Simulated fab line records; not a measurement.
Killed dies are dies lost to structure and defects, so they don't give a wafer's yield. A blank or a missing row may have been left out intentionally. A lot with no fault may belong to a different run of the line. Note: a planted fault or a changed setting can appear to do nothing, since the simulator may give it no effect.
fab line records	flow nandHarc
[record] lots = 7	wafers = 21	lastDay = 34
route steps=1302 shown A_STAIRCASE@675 END@1302
lots untouched by any fault: they come from a run of this same line in which no faults occurred
startH: start of the lot's first displayed wafer, in hours after the record's first day	waitH: hours from the lot's prior step to this one	" identical to the entry in the row above	L1.1+2: several wafers, shown together as one row	- value missing, or start not given	* or withheld: withheld	< > ~ a bound
route shown NAME@n: a module of which the file shows steps, and the number in the route of the first	usual: average and standard deviation across the fault-free wafers	same: alike in all rows	chamber/n: place in a boat	sites: the reading at each site	_std_site: the values' standard deviation	_edge_site: mean of outer sites minus mean of inner sites	radiusMm: how far each site lies from the wafer's centre	mask NAME#n: copy n	behind: the most recent tool/chamber to have shaped the wafer	hold: the reason the lot was held/the length of the hold in hours/how it ended	device: the transistor (n, p or np) that didn't switch	end of line: tests run on the same wafers once the route is complete	where a step has no rows: the recipe by itself	killed: not the wafer's yield, but the dies lost to structure and defects at the first sort	map: the dies of a wafer, with x for killed, . for not killed, _ for no die there
set.NAME: the setting as run; set.NAME@STEP: as run at that earlier step	model.NAME: the simulator's own value behind a step, which no gauge read
lots at selected steps of the route; one table per step, one row per wafer
services: when a tool's chamber went out of use (startH, in hours from the record's first day, below 0 if earlier), for how many hours, and the reason
[[steps]]
[step NHARC_A_STAIRCASE_ETCH_19]
[recipe] targetDepthA = 1000	timeS = 40.5	ionEnergyEv = 400	c4f8FlowSccm = 20	o2FlowSccm = 10	arFlowSccm = withheld	rfW = 600	biasW = 1000	chemistry = C4F8/O2
[usual] oesProductAu = 0.945/0.014	rfVppV = 896/5.8
[same] timeS = 40.5
lot.wafer	tool	chamber	startH	waitH	oesProductAu	rfHoursCounterH	rfVppV
L766.4	rieDiel-13	0	-	-	0.953	20	898
L766.3	"	1	"	"	0.926	20	906
L766.2	"	2	"	"	0.943	22	896
L770.4	rieDiel-12	3	-	-	0.917	4	898
L770.1	"	0	"	"	0.940	4	899
L770.6	"	3	"	"	0.913	-	897
L775.2	rieDiel-03	0	-	-	0.969	16	893
L775.4	"	1	"	"	0.952	15	907
L775.6	"	1	"	"	0.955	-	905
L774.3	rieDiel-12	3	-	-	0.950	19	897
L774.4	"	1	"	"	0.957	22	890
L774.2	"	2	"	"	0.946	16	892
L776.3	rieDiel-03	0	-	-	0.972	17	892
L776.2	"	1	"	"	0.946	17	907
L776.1	"	2	"	"	0.933	19	889
L782.1	rieDiel-03	0	-	-	0.960	34	893
L782.6	"	1	"	"	0.944	-	904
L782.5	"	2	"	"	0.931	-	890
L780.3	rieDiel-12	1	-	-	0.936	39	889
L780.2	"	2	"	"	0.937	36	891
L780.5	"	3	"	"	0.952	-	896
[step NHARC_A_STAIRCASE_TRIM_20]
[recipe] timeS = 211.2	o2FlowSccm = 500	arFlowSccm = 0	biasW = 0	chemistry = O2
[step NHARC_A_STAIRCASE_ETCH_21]
[recipe] targetDepthA = 1000	timeS = 40.5	ionEnergyEv = 400	c4f8FlowSccm = 20	o2FlowSccm = 10	arFlowSccm = withheld	rfW = 600	biasW = 1000	chemistry = C4F8/O2
[usual] oesProductAu = 0.956/0.02	rfVppV = 896/5.5
[same] timeS = 40.5
lot.wafer	tool	chamber	startH	waitH	oesProductAu	rfHoursCounterH	rfVppV
L766.4	rieDiel-12	2	-	-	0.986	46	892
L766.2	"	3	"	"	0.984	44	898
L766.3	"	1	"	"	0.967	37	890
L770.1	rieDiel-12	1	-	-	0.929	4	892
L770.4	"	0	"	"	0.950	4	900
L770.6	"	2	"	"	0.937	-	893
L775.2	rieDiel-03	1	-	-	0.956	15	906
L775.4	"	3	"	"	0.941	17	900
L775.6	"	1	"	"	0.956	-	904
L774.4	rieDiel-12	3	-	-	0.962	19	897
L774.2	"	1	"	"	0.933	22	890
L774.3	"	2	"	"	0.937	16	892
L776.3	rieDiel-03	3	-	-	0.947	19	902
L776.2	"	1	"	"	0.942	17	905
L776.1	"	2	"	"	0.930	19	891
L782.1	rieDiel-13	1	-	-	0.955	16	905
L782.6	"	3	"	"	0.956	-	905
L782.5	"	0	"	"	0.982	-	898
L780.2	rieDiel-13	1	-	-	0.931	17	903
L780.3	"	2	"	"	0.923	19	895
L780.5	"	1	"	"	0.929	-	904
[step NHARC_A_STAIRCASE_TRIM_22]
[recipe] timeS = 211.2	o2FlowSccm = 500	arFlowSccm = 0	biasW = 0	chemistry = O2
[usual] drypumpMotorCurrentA = 6.0/0.36	oesProductAu = 1.004/0.012	rfVppV = 57.8/0.91	showerheadPlenumPTorr = 3.54/0.16	throttleValvePct = 17.037/0.0091
[same] timeS = 211.2
lot.wafer	tool	chamber	startH	waitH	drypumpMotorCurrentA	oesProductAu	rfHoursCounterH	rfVppV	showerheadPlenumPTorr	throttleValvePct
L766.3	rieDiel-12	1	-	-	5.7	0.996	37	57.0	3.37	17.043
L766.2	"	3	"	"	5.7	1.021	44	58.1	3.57	17.041
L766.4	"	0	"	"	6.0	1.011	47	58.2	3.62	17.030
L770.1	rieDiel-12	2	-	-	5.4	1.005	4	59.0	3.42	17.029
L770.4	"	3	"	"	5.7	0.998	4	56.7	3.57	17.045
L770.6	"	2	"	"	5.4	0.998	-	55.5	3.42	17.029
L775.2	rieDiel-03	0	-	-	6.2	1.027	16	57.3	3.43	17.032
L775.4	"	1	"	"	6.2	1.018	16	58.1	3.80	17.026
L775.6	"	3	"	"	5.9	0.995	-	57.4	3.69	17.046
L774.3	rieDiel-12	2	-	-	5.4	0.992	17	57.1	3.41	17.030
L774.4	"	3	"	"	5.7	1.008	19	57.9	3.56	17.047
L774.2	"	1	"	"	5.8	0.987	22	57.9	3.35	17.026
L776.3	rieDiel-03	0	-	-	6.2	1.033	17	58.4	3.43	17.050
L776.1	"	1	"	"	6.2	1.009	17	58.9	3.80	17.024
L776.2	"	2	"	"	6.0	0.993	19	57.8	3.35	17.031
L782.1	rieDiel-13	2	-	-	6.5	1.006	18	58.5	3.48	17.028
L782.6	"	1	"	"	6.4	0.995	-	58.0	3.77	17.020
L782.5	"	2	"	"	6.5	1.010	-	58.0	3.48	17.030
L780.3	rieDiel-13	1	-	-	6.4	1.004	17	59.3	3.77	17.031
L780.2	"	3	"	"	5.6	0.979	21	57.8	3.80	17.035
L780.5	"	1	"	"	6.4	0.992	-	56.9	3.77	17.035
[step NHARC_A_STAIRCASE_ETCH_23]
[recipe] targetDepthA = 1000	timeS = 40.5	ionEnergyEv = 400	c4f8FlowSccm = 20	o2FlowSccm = 10	arFlowSccm = withheld	rfW = 600	biasW = 1000	chemistry = C4F8/O2
[usual] oesProductAu = 0.950/0.017	rfVppV = 896/5.7
[same] timeS = 40.5
lot.wafer	tool	chamber	startH	waitH	oesProductAu	rfHoursCounterH	rfVppV
L766.4	rieDiel-12	2	-	-	0.977	46	891
L766.2	"	0	"	"	0.960	47	899
L766.3	"	1	"	"	0.946	37	892
L770.4	rieDiel-12	3	-	-	0.926	4	897
L770.1	"	1	"	"	0.924	4	890
L770.6	"	2	"	"	0.923	-	891
L775.2	rieDiel-03	0	-	-	0.980	16	893
L775.4	"	2	"	"	0.928	17	889
L775.6	"	0	"	"	0.992	-	893
L774.4	rieDiel-12	0	-	-	0.963	22	900
L774.3	"	1	"	"	0.948	22	889
L774.2	"	2	"	"	0.939	17	892
L776.2	rieDiel-03	2	-	-	0.917	19	889
L776.1	"	3	"	"	0.937	19	902
L776.3	"	1	"	"	0.942	17	905
L782.1	rieDiel-13	2	-	-	0.955	18	894
L782.6	"	1	"	"	0.946	-	903
L782.5	"	2	"	"	0.956	-	894
L780.3	rieDiel-13	2	-	-	0.946	19	892
L780.2	"	3	"	"	0.920	21	906
L780.5	"	0	"	"	0.950	-	897
[step NHARC_A_STAIRCASE_TRIM_24]
[recipe] timeS = 211.2	o2FlowSccm = 500	arFlowSccm = 0	biasW = 0	chemistry = O2
[step NHARC_A_STAIRCASE_ETCH_25]
[recipe] targetDepthA = 1000	timeS = 40.5	ionEnergyEv = 400	c4f8FlowSccm = 20	o2FlowSccm = 10	arFlowSccm = withheld	rfW = 600	biasW = 1000	chemistry = C4F8/O2
[usual] oesProductAu = 0.944/0.014	rfVppV = 897/5.8
[same] timeS = 40.5
lot.wafer	tool	chamber	startH	waitH	oesProductAu	rfHoursCounterH	rfVppV
L766.3	rieDiel-12	2	-	-	0.952	46	891
L766.4	"	3	"	"	0.972	44	897
L766.2	"	1	"	"	0.931	37	890
L770.1	rieDiel-12	2	-	-	0.949	4	892
L770.4	"	3	"	"	0.937	4	897
L770.6	"	2	"	"	0.943	-	891
L775.4	rieDiel-03	1	-	-	0.941	16	905
L775.2	"	2	"	"	0.932	17	888
L775.6	"	1	"	"	0.944	-	905
L774.3	rieDiel-12	3	-	-	0.951	19	897
L774.2	"	0	"	"	0.940	22	897
L774.4	"	1	"	"	0.936	22	889
L776.1	rieDiel-03	3	-	-	0.927	20	902
L776.3	"	1	"	"	0.934	17	906
L776.2	"	2	"	"	0.935	19	888
L782.1	rieDiel-13	2	-	-	0.958	19	896
L782.5	"	0	"	"	0.967	-	898
L782.6	"	1	"	"	0.939	-	905
L780.3	rieDiel-13	1	-	-	0.936	17	905
L780.2	"	3	"	"	0.919	21	905
L780.5	"	1	"	"	0.939	-	905
[step NHARC_A_STAIRCASE_TRIM_26]
[recipe] timeS = 211.2	o2FlowSccm = 500	arFlowSccm = 0	biasW = 0	chemistry = O2
[step NHARC_A_STAIRCASE_ETCH_27]
[recipe] targetDepthA = 1000	timeS = 40.5	ionEnergyEv = 400	c4f8FlowSccm = 20	o2FlowSccm = 10	arFlowSccm = withheld	rfW = 600	biasW = 1000	chemistry = C4F8/O2
[step NHARC_A_STAIRCASE_STRIP_175]
[recipe] powerW = 1500	tempC = 250	chemistry = O2
[step NHARC_A_STAIRCASE_STRIP_148]
[recipe] timeS = 900	tempC = 130	chemistry = SPM
[usual] bathGuardTempC = 130.0/0.56	bathHeatDutyPct = 14.7/1.6	timeS = 900/0
lot.wafer	tool	chamber	startH	waitH	bathGuardTempC	bathHeatDutyPct	timeS
L766.4	wetBench-03	5	418.74	0.2	130.3	13.3	900
L766.2	"	6	"	"	129.6	14.4	900
L766.3	"	2	"	"	129.6	17.4	900
L770.1	wetBench-05	3	464.63	0.3	129.7	17.9	900
L770.6	"	4	"	"	128.7	13.0	900
L770.4	"	0	"	"	130.4	12.1	900
L775.6	wetBench-05	5	526.42	0.1	-	-	-
L775.2	"	0	"	"	-	-	-
L775.4	"	1	"	"	-	-	-
L774.4	wetBench-03	6	526.69	0.2	-	-	-
L774.2	"	0	"	"	-	-	-
L774.3	"	1	"	"	-	-	-
L776.2	wetBench-03	1	530.66	0.3	-	-	-
L776.1	"	5	"	"	-	-	-
L776.3	"	6	"	"	-	-	-
L782.6	wetBench-01	3	577.55	0.1	130.7	13.1	900
L782.5	"	6	"	"	130.2	15.3	900
L782.1	"	7	"	"	130.7	16.2	900
L780.3	wetBench-01	4	580.38	0.2	130.4	14.2	900
L780.5	"	6	"	"	130.4	16.3	900
L780.2	"	0	"	"	130.2	12.7	900
[step NHARC_A_STAIRCASE_PRECLEAN_149]
[recipe] timeS = *	tempC = 50	bathAgeMin = 0	chemistry = SC1
[step NHARC_END_SORT_01]
[recipe] tempC = 25
[usual] killedAtArray = 63/27	killedAtOther = 0.7/1.2	killedAtPeriphery = 3.1/2	killedDies = 67/28	killedOpen = 3.0/1.9	killedShort = 2.2/1.5
[same] grossDies = 677
lot.wafer	tool	chamber	startH	waitH	killedAtArray	killedAtOther	killedAtPeriphery	killedDies	killedOpen	killedShort
L770.1	prober-01	0	669.53	2.5	60	0	2	62	2	0
L770.4	prober-01	0	671.92	3.4	63	0	2	65	2	1
L770.6	prober-01	0	673.52	4.0	56	2	0	58	3	1
// killed by level:class
L770.1 A_SLIT:chamberFilmFlake=35 A_CHANNEL_HOLE_D2:chamberFilmFlake=12 A_CHANNEL_HOLE_D1:chamberFilmFlake=6 A_STAIRCASE:chamberFilmFlake=3 P_ZERO_WELL:chamberFilmFlake=2 A_WL_FILL:chamberFilmFlake=2 A_ONON_D1:geometricParticle:open=1 A_WL_FILL:geometricParticle:open=1
L770.4 A_SLIT:chamberFilmFlake=26 A_CHANNEL_HOLE_D2:chamberFilmFlake=17 A_CHANNEL_HOLE_D1:chamberFilmFlake=8 A_STAIRCASE:chamberFilmFlake=3 A_CHANNEL_FILL_D2:chamberFilmFlake=2 A_WL_FILL:chamberFilmFlake=2 P_GATE:geometricParticle:open=1 A_WL_FILL:geometricParticle:short=1
L770.6 A_SLIT:chamberFilmFlake=33 A_CHANNEL_HOLE_D2:chamberFilmFlake=13 A_CHANNEL_HOLE_D1:chamberFilmFlake=3 THIN_TSV:chamberFilmFlake=2 A_CHANNEL_FILL_D2:geometricParticle:short=1 A_CONTACT:geometricParticle:open=1 A_BLC:geometricParticle:open=1 A_M0:geometricParticle:open=1
[[services]]
tool	chamber	startH	hours	kind
rieDiel-12	1	393.31	17.1	repair
rieDiel-12	0	401.70	-	clean
rieDiel-12	2	401.70	-	clean
rieDiel-12	3	401.70	-	clean
rieDiel-03	0	407.54	3.3	repair
rieDiel-12	0	426.35	-	clean
rieDiel-12	1	426.35	-	clean
rieDiel-12	2	426.35	-	clean
rieDiel-12	3	426.35	-	clean
rieDiel-13	1	436.55	14.8	repair
wetBench-05	-	436.80	8.0	pm
rieDiel-12	-	446.76	9.0	pm
rieDiel-12	0	446.76	9.0	ventCycle
rieDiel-12	1	446.76	9.0	ventCycle
rieDiel-12	2	446.76	9.0	ventCycle
wetBench-01	-	453.94	8.0	pm
rieDiel-03	-	460.50	9.0	pm
wetBench-03	-	473.04	4.2	repair
rieDiel-13	1	511.94	4.5	repair
rieDiel-13	-	519.68	9.0	pm
rieDiel-12	0	537.58	4.4	repair
wetBench-03	-	562.42	8.0	pm
rieDiel-03	3	568.58	8.0	repair
wetBench-05	-	579.32	2.1	repair
[[key]]
[firstSign] step = NHARC_A_STAIRCASE_STRIP_148	reading = toolRecord	direction = missing
effect none on later readings
metAt NHARC_A_STAIRCASE_STRIP_148
struckWafers L774.2,L774.3,L774.4,L775.2,L775.4,L775.6,L776.1,L776.2,L776.3
testerLeftOut L774,L775,L776
onsetBetween 464.63 526.42
[fault] kind = skippedStepWhole	tool = wetBench-03,wetBench-05	chamber = -	onsetH = 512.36	steps = NHARC_A_STAIRCASE_STRIP_148	scope = struckLotsOnly
// testerLeftOut: of these lots the tester's yield and bins aren't shown, on N5 and GAA mostly nor the transistor test; their killed dies are dies lost to structure and defects alone, not to doping, threshold or leakage, so they don't give the yield
